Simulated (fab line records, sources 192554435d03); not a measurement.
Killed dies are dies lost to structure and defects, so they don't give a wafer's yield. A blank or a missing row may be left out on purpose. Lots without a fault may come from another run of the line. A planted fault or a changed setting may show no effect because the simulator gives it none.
fab line records | flow n5_finfet
record lots=5 wafers=15 last_day=19
route steps=1938 shown HKMG_FIN@449 GATE_CUT@465 PASSIVATION@1936
lots that met no fault: from a run of the same line without faults
start_h: hours from the record's first day to the start of the lot's first wafer shown | wait_h: hours since the lot's step before | " the same as in the row above | L1.1+2: a row that stands for several wafers | - no value, or no start given | * or withheld: withheld | < > ~ a bound
route shown NAME@n: a module of which the file shows steps, and the number in the route of the first | usual: mean/standard deviation of fault-free wafers | same: alike in all rows | chamber/n: place in a boat | sites: the reading at each site | _std_site: their standard deviation | _edge_site: outer sites' mean less inner sites' | radius_mm: how far each site lies from the wafer's centre | mask NAME#n: copy n | behind: the tool/chamber that last shaped the wafer | hold: why the lot was held/for how many hours/how that ended | device: the transistor (n, p or np) that didn't switch | end of line: the same wafers' tests at the end of the route | a step without rows: its recipe alone | killed: dies lost to structure and defects at the first sort, not the wafer's yield | map: a wafer's dies, x killed, . not, _ none there
set.NAME: the setting as run; set.NAME@STEP: as run at that earlier step | model.NAME: the simulator's own value behind a step, which no gauge read
lots at some steps of the route; a table a step, a row a wafer
services: from which hour (start_h, from the record's first day; less than 0 if before it) a tool's chamber was out of use, for how many hours, and why
## steps
# step N5_HKMG_FIN_ALD_71
# recipe material=TiN target_thk_a=10 temp_c=400 ald_precursor_family=TiCl4 ald_co_reactant=NH3 pulse_time_s=1 purge_time_s=3 co_reactant_purge_time_s=2 co_reactant_pulse_time_s=2 ald_cycles=47 pressure_torr=3
# step N5_HKMG_FIN_COAT_66
# recipe resist=SOC temp_c=250 time_s=60 spin_rpm=1500 resist_thk_nm=300
# step N5_HKMG_FIN_ETCH_67
# recipe chemistry=N2/H2 target=SOC target_depth_a=3889 stop_on=TiN ion_energy_ev=100 bias_w=61 pressure_mtorr=30 source_w=850 n2_flow_sccm=200 h2_flow_sccm=200
# step N5_HKMG_FIN_STRIP_90
# recipe chemistry=N2/H2 material=SOC time_s=20 power_w=500 temp_c=40 pressure_mtorr=50 rf_frequency_hz=6e+07 bias_power_w=8 h2_frac=0.5 n2_flow_sccm=300 h2_flow_sccm=300
# usual drypump_motor_current_A=5.9/0.43 oes_product_au=0.81/0.091 power_w=499.7/1.6 rf_fwd_power_W=496.8/1.7 rf_vpp_V=54.3/0.82 showerhead_plenum_p_Torr=3.35/0.13 throttle_valve_pct=19.0/0.38
# same time_s=20
# columns lot.wafer tool chamber start_h wait_h drypump_motor_current_A oes_product_au power_w rf_fwd_power_W rf_hours_counter_h rf_vpp_V showerhead_plenum_p_Torr throttle_valve_pct
L175.2 rie_diel-02 0 82.52 0.0 6.4 0.75 498.0 495.8 140 55.0 3.24 19.3
L175.4 " 1 " " 6.2 0.70 500.4 497.5 232 54.0 3.20 19.2
L175.6 " 3 " " 6.3 0.96 500.8 497.1 - 54.5 3.45 19.3
L178.1 rie_diel-04 3 98.98 0.1 5.3 0.95 496.9 501.2 17 53.5 3.29 18.3
L178.3 " 3 " " 5.3 0.95 497.5 499.5 - 53.4 3.28 18.3
L178.6 " 3 " " 5.3 0.94 497.8 500.2 - 54.1 3.29 18.3
L185.3 rie_diel-04 2 137.27 0.0 6.3 0.72 499.4 498.0 202 53.0 3.19 19.2
L185.5 " 0 " " 6.3 0.94 502.0 495.3 - 54.8 3.28 18.6
L185.6 " 3 " " 5.4 0.92 501.1 496.8 - 53.1 3.28 18.3
L196.1 rie_diel-04 0 206.97 0.0 6.3 0.93 498.6 497.1 20 54.3 3.28 18.6
L196.3 " 1 " " 6.3 0.89 498.8 498.8 50 54.6 3.41 18.8
L196.4 " 2 " " 6.3 0.71 501.9 499.3 212 54.0 3.19 19.2
L198.2 rie_diel-02 2 227.10 0.0 6.0 0.79 499.1 498.3 151 55.0 3.49 18.9
L198.4 " 1 " " 6.2 0.88 497.8 498.8 30 55.0 3.58 18.9
L198.5 " 3 " " 6.4 0.86 496.5 496.8 - 54.6 3.43 19.4
# step N5_HKMG_FIN_WET_ETCH_73
# recipe chemistry=SC1 mix=1:2:40 temp_c=50 time_s=42.3 target_depth_nm=1.3 dry=ipa_marangoni rinse_time_s=30 rinse_temp_c=23
# step N5_HKMG_FIN_ETCHBACK_68
# recipe chemistry=Cl2/Ar stop_on=HfO2 target_depth_a=5 pressure_mtorr=10 icp_w=600 bias_w=60 Cl2_flow_sccm=40 Ar_flow_sccm=60
# step N5_HKMG_FIN_STRIP_69
# recipe chemistry=N2/H2 power_w=2500 temp_c=300 h2_frac=0.65 time_s=360 pressure_mtorr=withheld n2_flow_sccm=1750 h2_flow_sccm=3250
# usual drypump_motor_current_A=5.5/0.46 heater_power_w=493/17
# same time_s=360
# columns lot.wafer tool chamber start_h wait_h drypump_motor_current_A heater_power_w rf_hours_counter_h
L175.2 plasma_asher-02 0 82.82 0.1 5.3 502 86
L175.4 " 1 " " 6.1 499 -
L175.6 " 1 " " 6.1 519 -
L178.1 plasma_asher-02 0 99.33 0.1 5.2 497 89
L178.3 " 1 " " 6.1 495 -
L178.6 " 1 " " 6.2 511 -
L185.3 plasma_asher-01 0 137.69 0.2 5.0 502 -
L185.5 " 1 " " 5.8 482 -
L185.6 " 0 " " 4.9 488 -
L196.1 plasma_asher-01 0 207.27 0.1 5.0 512 61
L196.3 " 1 " " 5.8 470 -
L196.4 " 0 " " 4.9 502 -
L198.2 plasma_asher-02 0 227.40 0.1 5.3 514 114
L198.4 " 0 " " 5.3 497 -
L198.5 " 1 " " 6.2 495 -
# step N5_HKMG_FIN_ALD_21
# recipe material=TiN target_thk_a=15 temp_c=400 ald_precursor_family=TiCl4 ald_co_reactant=NH3 pulse_time_s=1 purge_time_s=3 co_reactant_purge_time_s=2 co_reactant_pulse_time_s=2 ald_cycles=68 pressure_torr=3
# usual heater_power_w=869/100 precursor_pulse_height_rel=1.001/0.022 susceptor_temp_C=399.97/0.2
# same ald_cycles=68
# columns lot.wafer tool chamber start_h wait_h heater_power_w precursor_pulse_height_rel susceptor_temp_C
L175.2 ald_metal-03 2 83.20 0.3 913 0.964 399.75
L175.4 " 0 " " 753 0.967 400.08
L175.6 " 2 " " 934 1.008 400.05
L178.1 ald_metal-02 1 99.71 0.3 773 0.998 400.15
L178.3 " 3 " " 782 1.025 399.75
L178.6 " 1 " " 798 0.988 400.16
L185.3 ald_metal-04 2 137.95 0.1 725 0.990 400.14
L185.5 " 0 " " 937 1.026 399.99
L185.6 " 3 " " 746 1.022 400.18
L196.1 ald_metal-04 3 207.66 0.3 757 1.017 400.26
L196.3 " 2 " " 717 0.982 399.97
L196.4 " 1 " " 944 0.979 400.30
L198.2 ald_metal-03 1 227.79 0.3 986 0.984 400.23
L198.4 " 0 " " 758 0.994 399.57
L198.5 " 1 " " 985 1.001 400.17
# step N5_HKMG_FIN_ALD_72
# recipe material=W target_thk_a=20 temp_c=300 pressure_torr=7.5 ald_precursor_family=WF6 ald_co_reactant=B2H6 pulse_time_s=1 purge_time_s=2 co_reactant_purge_time_s=2 co_reactant_pulse_time_s=3 ald_cycles=7
# step N5_HKMG_FIN_W_FILL_22
# recipe material=W target_thk_a=600 temp_c=400 pressure_torr=39.4 time_s=18.2
# step N5_HKMG_FIN_PRECLEAN_83
# recipe chemistry=DIW time_s=57.5 temp_c=23
# step N5_HKMG_FIN_SRD_84
# recipe dry_time_s=32 dry=n2_spin spin_rpm=1500
# step N5_HKMG_FIN_CMP_23
# recipe stop_on=SiNx t_overpolish_s=10 post_cmp_clean=rinse_only down_force_psi=4 platen_rpm=50.289 pad_velocity_m_s=1.0006 target_thk_nm=46.326
# usual motor_current_A=11.7/1.5 overpolish_run_s=9.999/0.0098 time_to_endpoint_s=12.1/2.1
# columns lot.wafer tool chamber start_h wait_h motor_current_A overpolish_run_s time_to_endpoint_s
L175.2 cmp-01 2 83.74 0.0 14.1 9.988 9.9
L175.4 " 0 " " 11.4 10.006 11.8
L175.6 " 3 " " 10.5 10.014 10.3
L178.3 cmp-01 0 100.32 0.1 11.8 10.007 15.7
L178.1 " 2 " " 14.3 10.010 14.7
L178.6 " 0 " " 11.9 10.001 13.3
L185.3 cmp-04 3 138.57 0.1 10.3 10.002 15.2
L185.5 " 2 " " 13.6 9.998 17.6
L185.6 " 3 " " 10.7 9.991 13.8
L196.3 cmp-02 1 208.19 0.0 10.8 10.010 11.6
L196.4 " 2 " " 11.6 10.006 14.5
L196.1 " 3 " " 13.2 9.995 11.9
L198.4 cmp-02 2 228.32 0.0 12.1 10.003 11.3
L198.2 " 0 " " 10.0 9.998 10.6
L198.5 " 3 " " 13.5 9.998 12.0
# step N5_HKMG_FIN_CMP_94
# recipe stop_on=SiNx post_cmp_clean=w_dilute_nh4oh t_overpolish_s=4.7 down_force_psi=4 platen_rpm=50.289 pad_velocity_m_s=1.0006 target_thk_nm=43.299
# step N5_GATE_CUT_ETCHBACK_00
# recipe chemistry=SF6/Cl2 target=W pressure_mtorr=8 icp_w=900 bias_w=80 SF6_flow_sccm=40 Cl2_flow_sccm=60
# step N5_GATE_CUT_ETCH_56
# recipe chemistry=Cl2/Ar target=TiN target_depth_a=216 pressure_mtorr=10 icp_w=600 bias_w=60 Cl2_flow_sccm=40 Ar_flow_sccm=60
# step N5_GATE_CUT_ETCHBACK_30
# recipe chemistry=Cl2/Ar target=TiN target_depth_a=30 mode=isotropic pressure_mtorr=10 icp_w=600 bias_w=60 Cl2_flow_sccm=40 Ar_flow_sccm=60
# step N5_GATE_CUT_VAPOR_ETCH_60
# recipe chemistry=BCl3/Cl2 target=HfO2 mode=isotropic
# step N5_GATE_CUT_ETCH_58
# recipe chemistry=CH3F/O2 target=SiNx target_depth_a=170 time_s=128.6 ion_energy_ev=50 pressure_mtorr=30 source_w=415 bias_w=21 Ar_flow_sccm=150 CH3F_flow_sccm=30 O2_flow_sccm=20
# step N5_GATE_CUT_STRIP_59
# recipe chemistry=N2/H2 time_s=20 power_w=100 temp_c=40 pressure_mtorr=100 rf_frequency_hz=6e+07 bias_power_w=3 n2_flow_sccm=300 h2_flow_sccm=300
# usual drypump_motor_current_A=5.7/0.72 oes_product_au=0.76/0.077 rf_vpp_V=45.3/0.98 showerhead_plenum_p_Torr=3.38/0.13 throttle_valve_pct=12.31/0.21
# same time_s=20
# columns lot.wafer tool chamber start_h wait_h drypump_motor_current_A oes_product_au rf_hours_counter_h rf_vpp_V showerhead_plenum_p_Torr throttle_valve_pct
L175.2 rie_diel-05 2 84.93 0.1 5.3 0.73 179 45.3 3.49 12.24
L175.4 " 3 " " 4.9 0.66 247 43.7 3.21 12.66
L175.6 " 1 " " 6.7 0.76 - 45.8 3.24 12.26
L178.1 rie_diel-06 0 101.38 0.1 6.4 0.86 49 47.1 3.57 11.87
L178.3 " 2 " " 6.5 0.68 242 46.5 3.33 12.36
L178.6 " 3 " " 5.5 0.76 - 44.6 3.37 12.33
L185.3 rie_diel-05 2 139.63 0.1 5.3 0.72 198 43.6 3.48 12.30
L185.5 " 2 " " 5.3 0.72 - 47.1 3.48 12.29
L185.6 " 1 " " 6.7 0.75 - 44.6 3.24 12.31
L196.1 rie_diel-06 1 209.33 0.1 5.4 0.73 191 43.3 3.34 12.33
L196.3 " 3 " " 5.5 0.74 180 45.3 3.36 12.40
L196.4 " 2 " " 6.5 0.91 9 44.5 3.32 11.76
L198.2 rie_diel-05 3 229.73 0.1 5.0 0.89 36 44.9 3.59 12.12
L198.4 " 2 " " 5.3 0.69 221 47.6 3.47 12.37
L198.5 " 0 " " 6.7 0.68 - 44.5 3.18 12.66
# step N5_GATE_CUT_PRECLEAN_31
# recipe temp_c=23 chemistry=DIW time_s=300
# step N5_GATE_CUT_SRD_32
# recipe time_s=30 temp_c=23 rinse_liquid=diw dry=ipa_marangoni
# step N5_GATE_CUT_SAC_CAP_01
# recipe material=SiNx target_thk_a=240 temp_c=400 ald_precursor_family=SiH2I2 ald_co_reactant=N2/H2-plasma pulse_time_s=1 ald_cycles=480 purge_time_s=2 co_reactant_purge_time_s=2 pressure_torr=2
# usual heater_power_w=834/91 precursor_pulse_height_rel=1.002/0.019 susceptor_temp_C=399.97/0.24
# same ald_cycles=480
# columns lot.wafer tool chamber start_h wait_h heater_power_w precursor_pulse_height_rel susceptor_temp_C
L175.2 ald_sin-02 3 85.15 0.0 718 1.021 399.96
L175.4 " 0 " " 879 1.010 399.79
L175.6 " 3 86.24 1.1 708 1.031 400.24
L178.1 ald_sin-04 2 101.61 0.0 927 0.995 399.67
L178.3 " 0 " " 788 1.021 400.00
L178.6 " 0 102.69 1.1 786 1.020 400.36
L185.3 ald_sin-04 3 139.85 0.0 894 1.027 399.82
L185.5 " 3 140.93 1.1 926 1.034 399.92
L185.6 " 2 " " 952 0.984 400.09
L196.1 ald_sin-04 1 209.66 0.1 799 1.006 400.08
L196.3 " 3 " " 935 0.994 400.20
L196.4 " 2 " " 960 1.026 399.88
L198.2 ald_sin-02 2 229.95 0.0 965 1.005 400.04
L198.4 " 2 231.04 1.1 961 0.996 399.62
L198.5 " 0 " " 888 1.018 400.21
# step N5_GATE_CUT_PECVD_57
# recipe material=SiNx target_thk_a=210 temp_c=400 precursor=SiH4/NH3/N2 pressure_torr=1.5 rf_w=300
# step N5_GATE_CUT_CMP_02
# recipe stop_on=SiO2 t_overpolish_s=12.7 post_cmp_clean=alkaline_brush down_force_psi=2.5 platen_rpm=51.8 pad_velocity_m_s=1.0307 target_thk_nm=0
# step N5_GATE_CUT_HM_DEP_46
# recipe material=SiO2 target_thk_a=1300 temp_c=400 precursor=TEOS/O2 pressure_torr=6.5 rf_w=900 teos_flow_sccm=161.4 gas=O2 flow_sccm=2650 time_s=26.6
# step N5_GATE_CUT_COAT_34
# recipe resist=SOC temp_c=250 time_s=60 spin_rpm=1500 resist_thk_nm=60
# step N5_GATE_CUT_COAT_35
# recipe resist=SiARC temp_c=220 time_s=60 spin_rpm=1500 resist_thk_nm=10
# step N5_GATE_CUT_COAT_27
# recipe resist=underlayer temp_c=205 time_s=60 spin_rpm=1500 resist_thk_nm=10
# step N5_GATE_CUT_COAT_07
# recipe resist=CAR-EUV spin_rpm=1500 resist_thk_nm=30
# step N5_GATE_CUT_EBR_09
# recipe solvent=PGMEA ebr_width_mm=1.5
# step N5_GATE_CUT_SOFTBAKE_08
# recipe temp_c=110 time_s=60 resist=CAR-EUV
# step N5_GATE_CUT_EXPOSE_10
# recipe mask_id=GATE_CUT na=0.33 source_shape=annular sigma_inner=0.35 sigma_outer=0.8 polarization=unpolarized target_cd_nm=20 dose_mj=43.25
# step N5_GATE_CUT_PEB_11
# recipe peb_temp_c=100 peb_time_s=60 resist=CAR-EUV
# step N5_GATE_CUT_DEVELOP_12
# recipe develop_time_s=30 developer=TMAH resist=CAR-EUV rinse_liquid=surfactant_rinse dry=air_spin dev_temp_c=23
# step N5_GATE_CUT_CD_MEAS_13
# recipe target_cd_nm=20 landing_energy_ev=500 detector=se_inlens
# usual cd_nm=20.06/0.27
# columns lot.wafer tool chamber start_h wait_h cd_nm
L175.2 cd_sem-01 0 88.09 - 20.30
L175.4 " 0 " " 20.19
L175.6 " 0 " " 20.13
L178.1 cd_sem-03 0 104.54 - 20.25
L178.3 " 0 " " 19.92
L178.6 " 0 " " 19.96
L185.3 cd_sem-03 0 142.91 - 20.28
L185.5 " 0 " " 19.86
L185.6 " 0 " " 20.27
L196.1 cd_sem-02 0 212.89 - 20.53
L196.3 " 0 " " 20.13
L196.4 " 0 " " 20.26
L198.2 cd_sem-03 0 232.91 - 19.90
L198.4 " 0 " " 20.20
L198.5 " 0 " " 20.19
# step N5_GATE_CUT_OVL_MEAS_14
# recipe points_per_wafer=522
# usual GATE_CUT_OVL=-0.1/0.73
# columns lot.wafer tool chamber start_h wait_h GATE_CUT_OVL[nm]
L175.2 overlay-02 0 88.12 0.0 0.8
L175.4 " 0 " " 0.7
L175.6 " 0 " " -1.1
L178.1 overlay-02 0 104.57 0.0 -1.7
L178.3 " 0 " " -0.3
L178.6 " 0 " " -0.2
L185.3 overlay-01 0 142.95 0.0 -0.7
L185.5 " 0 " " -0.3
L185.6 " 0 " " 1.0
L196.1 overlay-02 0 212.92 0.0 -1.1
L196.3 " 0 " " -1.2
L196.4 " 0 " " 0.2
L198.2 overlay-01 0 232.95 0.0 0.3
L198.4 " 0 " " -0.7
L198.5 " 0 " " -0.2
# step N5_GATE_CUT_DESCUM_18
# recipe chemistry=O2 time_s=7 source_power_w=50 bias_power_w=20 pressure_mtorr=20 rf_frequency_hz=2.712e+07 temp_c=40 resist=CAR-EUV o2_flow_sccm=225
# step N5_PASSIVATION_PROBE_49
# usual defect_limited_yield=91.0/1.5 killed_at_M0_to_M3=32/9.6 killed_at_M4_up=13/4.7 killed_at_contacts=13/7.2 killed_at_front_end=44/13 killed_at_other=4/3.4 killed_dies=106/18 killed_on_rim=14/4.2 killed_open=70/13 killed_short=35/8 sort_bin_5_function=5.3/0.97 sort_bin_6_memory=3.4/0.73 sort_n_pass=1074/18 sort_yield_pct=91.0/1.5
# same gross_dies=1180 killed_at_back_side=0 sort_bin_4_leakage[%]=0 sort_bin_8_speed[%]=0
# columns lot.wafer tool chamber start_h wait_h defect_limited_yield[%] killed_at_M0_to_M3 killed_at_M4_up killed_at_contacts killed_at_front_end killed_at_other killed_dies killed_on_rim killed_open killed_short sort_bin_5_function[%] sort_bin_6_memory[%] sort_n_pass sort_yield_pct[%]
L175.2 prober-01 - 249.89 0.1 90.9 36 19 11 34 7 107 17 70 35 5.1 3.6 1073 90.9
L175.4 prober-01 - 249.99 0.2 92.4 27 12 6 40 5 90 14 62 27 4.3 2.8 1090 92.4
L175.6 prober-01 - 250.09 0.3 91.6 40 10 4 38 7 99 11 69 29 4.5 3.6 1081 91.6
L178.1 prober-02 - 260.77 0.0 90.1 30 20 11 49 7 117 23 69 45 6.0 3.5 1063 90.1
L178.3 prober-02 - 260.87 0.1 89.7 32 15 5 58 11 121 11 64 53 6.4 3.2 1059 89.7
L178.6 prober-02 - 261.02 0.3 90.8 35 21 10 38 5 109 7 72 37 5.6 3.4 1071 90.8
L185.3 prober-02 - 296.33 0.4 91.3 36 14 17 32 4 103 19 68 33 5.8 2.6 1077 91.3
L185.5 prober-02 - 296.43 0.5 92.4 25 14 10 40 1 90 15 61 29 3.9 3.3 1090 92.4
L185.6 prober-02 - 296.48 0.5 92.1 33 6 13 40 1 93 14 59 30 4.4 2.7 1087 92.1
L196.1 prober-02 - 392.67 0.0 89.2 44 15 15 49 4 127 22 81 44 6.9 3.6 1053 89.2
L196.3 prober-02 - 392.77 0.1 90.4 31 9 10 58 5 113 19 56 56 5.3 3.7 1067 90.4
L196.4 prober-02 - 392.82 0.2 90.8 27 16 4 58 4 109 14 75 29 5.2 3.7 1071 90.8
L198.2 prober-01 - 446.53 0.1 47.1 17 14 2 587 4 624 89 36 27 32.1 17.3 556 47.1
L198.4 prober-01 - 446.63 0.2 91.0 28 7 21 43 7 106 13 77 29 4.7 4.1 1074 91.0
L198.5 prober-01 - 446.68 0.2 94.2 21 8 9 29 2 69 6 45 24 3.4 1.9 1111 94.2
# killed by level:class
L175.2 BEOL_M1:geometric_particle:open=13 FIN_SAQP:geometric_particle:open=10 MOL_CONTACT_COAG:geometric_particle:open=9 BEOL_M4:geometric_particle:open=9 BEOL_M2:geometric_particle:open=8 STARTING-WAFER:geometric_particle:short=7 BEOL_M3:geometric_particle:open=5 FIN_SAQP:geometric_particle:short=4
L175.4 BEOL_M3:geometric_particle:open=15 FIN_SAQP:geometric_particle:short=7 DUMMY_GATE:geometric_particle:open=7 FIN_SAQP:geometric_particle:open=6 MOL_CONTACT_COAG:geometric_particle:open=6 BEOL_M4:geometric_particle:open=6 BEOL_M2:geometric_particle:open=5 STI_FIN_REVEAL:geometric_particle:open=3
L175.6 FIN_SAQP:geometric_particle:open=18 BEOL_M2:geometric_particle:open=18 BEOL_M3:geometric_particle:open=6 STARTING-WAFER:geometric_particle:short=6 FIN_SAQP:geometric_particle:short=5 BEOL_M1:geometric_particle:open=5 MOL_CONTACT_COAG:geometric_particle:open=4 BEOL_M3:geometric_particle:short=4
L178.1 BEOL_M4:geometric_particle:open=13 FIN_SAQP:geometric_particle:open=11 MOL_CONTACT_COAG:geometric_particle:open=11 BEOL_M0_SAQP:geometric_particle:short=9 BEOL_M3:geometric_particle:short=8 GATE_CUT:geometric_particle:short=7 FIN_SAQP:geometric_particle:short=6 ILD0:geometric_particle:open=5
L178.3 FIN_SAQP:geometric_particle:short=18 BEOL_M0_SAQP:geometric_particle:open=11 FIN_SAQP:geometric_particle:open=9 BEOL_M3:geometric_particle:short=6 GATE_CUT:geometric_particle:short=5 BEOL_M0_SAQP:geometric_particle:short=5 BEOL_M3:geometric_particle:open=5 MIM_TOP:geometric_particle:short=5
L178.6 BEOL_M4:geometric_particle:open=11 GATE_CUT:geometric_particle:short=8 MOL_CONTACT_COAG:geometric_particle:open=8 BEOL_M0_SAQP:geometric_particle:open=7 FIN_SAQP:geometric_particle:short=7 BEOL_M2:geometric_particle:open=7 FIN_SAQP:geometric_particle:open=6 BEOL_M3:geometric_particle:short=6
L185.3 MOL_CONTACT_COAG:geometric_particle:open=16 BEOL_M0_SAQP:geometric_particle:short=11 FIN_SAQP:geometric_particle:open=9 FIN_SAQP:geometric_particle:short=9 BEOL_M4:geometric_particle:open=9 BEOL_M0_SAQP:geometric_particle:open=8 BEOL_M3:geometric_particle:open=8 BEOL_M1:geometric_particle:open=5
L185.5 DUMMY_GATE:geometric_particle:open=8 FIN_SAQP:geometric_particle:open=7 FIN_SAQP:geometric_particle:short=7 MOL_CONTACT_COAG:geometric_particle:open=7 STARTING-WAFER:geometric_particle:open=6 BEOL_M4:geometric_particle:open=5 BEOL_M0_SAQP:geometric_particle:open=4 BEOL_M0_SAQP:geometric_particle:short=4
L185.6 MOL_CONTACT_COAG:geometric_particle:open=12 FIN_SAQP:geometric_particle:open=7 STI_FIN_REVEAL:geometric_particle:open=7 BEOL_M3:geometric_particle:open=7 FIN_SAQP:geometric_particle:short=6 BEOL_M2:geometric_particle:open=6 BEOL_M1:geometric_particle:open=5 BEOL_M0_SAQP:geometric_particle:short=4
L196.1 STI_FIN_REVEAL:geometric_particle:open=17 BEOL_M0_SAQP:geometric_particle:short=13 BEOL_M4:geometric_particle:open=12 MOL_CONTACT_COAG:geometric_particle:open=11 BEOL_M0_SAQP:geometric_particle:open=11 BEOL_M1:geometric_particle:open=10 FIN_SAQP:geometric_particle:short=6 STARTING-WAFER:geometric_particle:short=6
L196.3 FIN_SAQP:geometric_particle:short=23 STI_FIN_REVEAL:geometric_particle:open=11 BEOL_M0_SAQP:geometric_particle:short=11 FIN_SAQP:geometric_particle:open=8 MOL_CONTACT_COAG:geometric_particle:open=7 BEOL_M0_SAQP:geometric_particle:open=6 BEOL_M4:geometric_particle:open=5 BEOL_M1:geometric_particle:open=5
L196.4 STI_FIN_REVEAL:geometric_particle:open=18 FIN_SAQP:geometric_particle:short=11 FIN_SAQP:geometric_particle:open=10 BEOL_M0_SAQP:geometric_particle:open=7 BEOL_M3:geometric_particle:open=6 BEOL_M4:geometric_particle:open=6 BEOL_M0_SAQP:geometric_particle:short=5 BEOL_M2:geometric_particle:open=5
L198.2 HKMG_FIN:unspecified=561 FIN_SAQP:geometric_particle:short=8 FIN_SAQP:geometric_particle:open=7 STI_FIN_REVEAL:geometric_particle:open=4 BEOL_M6:geometric_particle:open=4 BEOL_M0_SAQP:geometric_particle:short=3 BEOL_M1:geometric_particle:open=3 BEOL_M2:geometric_particle:open=3
L198.4 MOL_CONTACT_COAG:geometric_particle:open=19 BEOL_M3:geometric_particle:open=10 STI_FIN_REVEAL:geometric_particle:open=9 DUMMY_GATE:geometric_particle:open=7 FIN_SAQP:geometric_particle:open=6 GATE_CUT:geometric_particle:short=5 BEOL_M2:geometric_particle:open=5 STARTING-WAFER:geometric_particle:open=5
L198.5 MOL_CONTACT_COAG:geometric_particle:open=9 BEOL_M3:geometric_particle:open=8 STI_FIN_REVEAL:geometric_particle:open=6 GATE_CUT:geometric_particle:short=6 DUMMY_GATE:geometric_particle:open=4 FIN_SAQP:geometric_particle:short=3 STI_FIN_REVEAL:geometric_particle:short=3 BEOL_M0_SAQP:geometric_particle:open=3
# map L198.2 (x killed, . not)
_________________...xx....x..________________
______________x..x.x....x...x.xx_____________
___________x.x.x.xxx......xxx....x.__________
__________.xx..xxx.x......x..xx....x_________
________..x.x.xx.........x..x.xxxxxxxx_______
_______.x..xx..xx.xxx.x.x....x......xxx______
______.x.......xx...xx.x..xxxxx..xxxx..x_____
_____x..xxx.x...xxxx.x....xx..x.xxxxx.xx.____
____.x..xxx.xxx.xxx.x.xxxx...xx.xx.x.xxxxx___
___.xxxxxxxxxxx....xxxx.x..xxxx..xxx.x.x.xx__
___...xxx.xx.....xx..xxx.x...xxx.xx.xx.x.x.__
__xxxxx..xxx..x....xx..xxx..x...x.x....x.xxx_
__...xxx.xx.xx.x.xx.x.xx..xx.xx.xxxxxx..xxxx_
_x..xx.x.xxx.xx.x..xx.xxxx..xx...xx.....x..xx
_xxxx..xx.xx....x...x.xx......xxxx..x...x..x.
_xxx....x....x..xxxx.x.xxx.xx.xxx.xxxx...xxxx
_xx.x.xxxx.xxxxx..xx......x..x....xx.xxx.x.x.
_xxxx.xx..x.x.xxxx.x.xxx.xxxx.xx..x...xx.x..x
_xxxxx.x...x.....x...x..xxxx.x.xx...xx..x..xx
_.x..x....x...xxxx...xx.xxx...x.xxxxxx.x.x..x
_xx......x.x.x......x.x.x.x..xxxx..xxxx.xxxx.
__..x.xxx.xx..x.x...xx.x.xxxxx.x....xx..x..._
__.....x...xxxx.xxx.x.xxx...xxxxx.x...x..xxx_
___xxx.x.x..xx.xx.xxx.xx.x.xxxxxxx.x.x..x.x__
___.x.xxxx.xx...xx..x..xxxx.xx..xx.x.x...xx__
____x.xxxx..xxxxxxx....x.x...xxxx.xx....xx___
_____..xxx...x.xxxxxx..x.x.....xxxx.x..xx____
______.xx.x.x..x..x.xxx.x...xx..xxx.xxxx_____
_______x.xxxxxx.x.xx...xxxx..xxxxx....x______
________.x.x..xxxx...xxxxx.x.....xx..x_______
__________xxxxxxxx.x.x..xx..x..x.xxx_________
___________.x...x.......xx...xxxxxx__________
______________x.xxx..xxx..x.xxx._____________
_________________x.x.x.x...x.________________
# map L196.1 (x killed, . not)
_________________.....x...x..________________
______________..x........xxx...._____________
___________.......x....x...........__________
__________x....x............x......._________
________........................x....._______
_______........x........x.......x......______
______...x.....x..x...............x....._____
_____x...........x.....xx.......x........____
____............x..x...................xxx___
___.x..x........xx....x.......x............__
___.x..........................xx..x.....x.__
__...........x.............................._
__...x............x...xxx.....x.........x..._
_................x......................x...x
_.x...x........x...........x.....x.......x...
_x.x...........x.............................
_..................x.........................
_...................................x........
_...x.....x.....x.......x......x...........x.
_.x....x......xx...x..........x............x.
_xx...............x........x....x....x.......
__......................x.....x..........x.._
__.....x.......x....xx..x..................._
___..................x......x....x.........__
___.....x...............x......x....xx....x__
____x...........x....xx...x...............___
_____.....x....xx........................____
______...x......xx........x....x....x..x_____
_______..........x.............x...x..x______
________xx........x..................._______
__________............x..........x.._________
___________................x.......__________
______________...............x.x_____________
_________________.....x.....x________________
## services
# columns tool chamber start_h hours kind
rie_diel-05 - 61.74 0.4 repair
rie_diel-06 - 78.44 14.6 pm
ald_metal-03 3 79.87 6.0 repair
ald_metal-04 2 87.83 31.6 repair
rie_diel-04 1 98.25 7.9 repair
rie_diel-04 - 101.94 0.2 repair
rie_diel-04 0 111.02 1.2 repair
plasma_asher-01 - 121.47 0.7 repair
plasma_asher-01 - 129.22 2.8 pm
cmp-01 - 156.94 4.0 pm
ald_metal-04 2 159.14 6.5 repair
ald_sin-02 1 160.35 15.6 repair
ald_metal-03 - 161.14 1.1 repair
rie_diel-02 1 162.01 21.4 repair
rie_diel-05 2 167.42 14.2 repair
rie_diel-06 - 168.33 28.1 pm
ald_sin-04 3 173.31 5.0 repair
ald_metal-04 2 176.51 6.2 repair
ald_sin-02 - 176.75 14.0 pm
rie_diel-02 3 179.16 26.0 repair
cmp-01 - 180.89 3.8 repair
rie_diel-04 - 181.13 14.6 pm
cmp-02 - 192.55 0.3 repair
cmp-01 - 224.40 0.8 repair
## key
first_sign step=N5_PASSIVATION_PROBE_49 reading=killed_at_front_end direction=up sigmas=40 usual=44 struck=587
effect step=N5_PASSIVATION_PROBE_49 reading=killed_dies direction=up sigmas=29 usual=106 struck=624
more_kills_born_at N5_HKMG_FIN_CMP_23@cmp-02=561
met_at N5_HKMG_FIN_CMP_23
struck_wafers L198.2
fault kind=chamber_particle_source tool=cmp-02 chamber=0 onset_h=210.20 steps=N5_HKMG_FIN_CMP_23 rate_per_visit_cm2=1.2032 end_h=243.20
